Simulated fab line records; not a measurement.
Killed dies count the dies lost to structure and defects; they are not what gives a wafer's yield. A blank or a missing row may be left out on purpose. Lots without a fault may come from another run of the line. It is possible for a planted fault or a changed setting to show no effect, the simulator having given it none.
Matching of chambers :: flow n5 finfet :: rie diel-02 running N5_BEOL_M8_DESCUM_33: 4 sister chambers
The step chemistry O2, time 7 s. 4 wafers are shown with their chamber, then 9 later ones without.

EACH WAFER AND ITS CHAMBER
wafer: L078.1
chamber: 3
drypump motor current A (A): 4.7

wafer: L083.5
chamber: 2
drypump motor current A (A): 5.8

wafer: L086.3
chamber: 0
drypump motor current A (A): 5.8

wafer: L086.4
chamber: 1
drypump motor current A (A): 5.6

WAFERS MISSING THEIR CHAMBER
wafer: L090.1
drypump motor current A (A): 5.6

wafer: L090.2
drypump motor current A (A): 5.9

wafer: L090.3
drypump motor current A (A): 4.7

wafer: L090.4
drypump motor current A (A): 5.6

wafer: L090.5
drypump motor current A (A): 5.8

wafer: L090.6
drypump motor current A (A): 4.7

wafer: L093.1
drypump motor current A (A): 5.8

wafer: L093.3
drypump motor current A (A): 4.7

wafer: L093.5
drypump motor current A (A): 5.8

EACH ONE'S CHAMBER
wafer: L090.1
from the rows above: 1
in truth: 1

wafer: L090.2
from the rows above: can't be placed: 0 or 2
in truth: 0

wafer: L090.3
from the rows above: 3
in truth: 3

wafer: L090.4
from the rows above: 1
in truth: 1

wafer: L090.5
from the rows above: can't be placed: 0 or 2
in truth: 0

wafer: L090.6
from the rows above: 3
in truth: 3

wafer: L093.1
from the rows above: can't be placed: 0 or 2
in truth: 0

wafer: L093.3
from the rows above: 3
in truth: 3

wafer: L093.5
from the rows above: can't be placed: 0 or 2
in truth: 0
5 of 9 placed correctly. Not placeable from these rows: 4 (in 4, the candidates include the true chamber). 0 placed wrongly.
How it was worked out, from the rows above alone: a wafer's distance from a chamber is the root of the sum, over the readings, of the square of ((its reading less the chamber's mean) divided by the reading's scatter). If the next closest chamber is less than 2 further off than the closest, the wafer can't be placed; otherwise it belongs to the closest. Each chamber's mean is taken over the wafers shown for it. The scatter: root of mean squared gap, hidden wafer to nearest shown wafer, with one shown wafer a chamber.
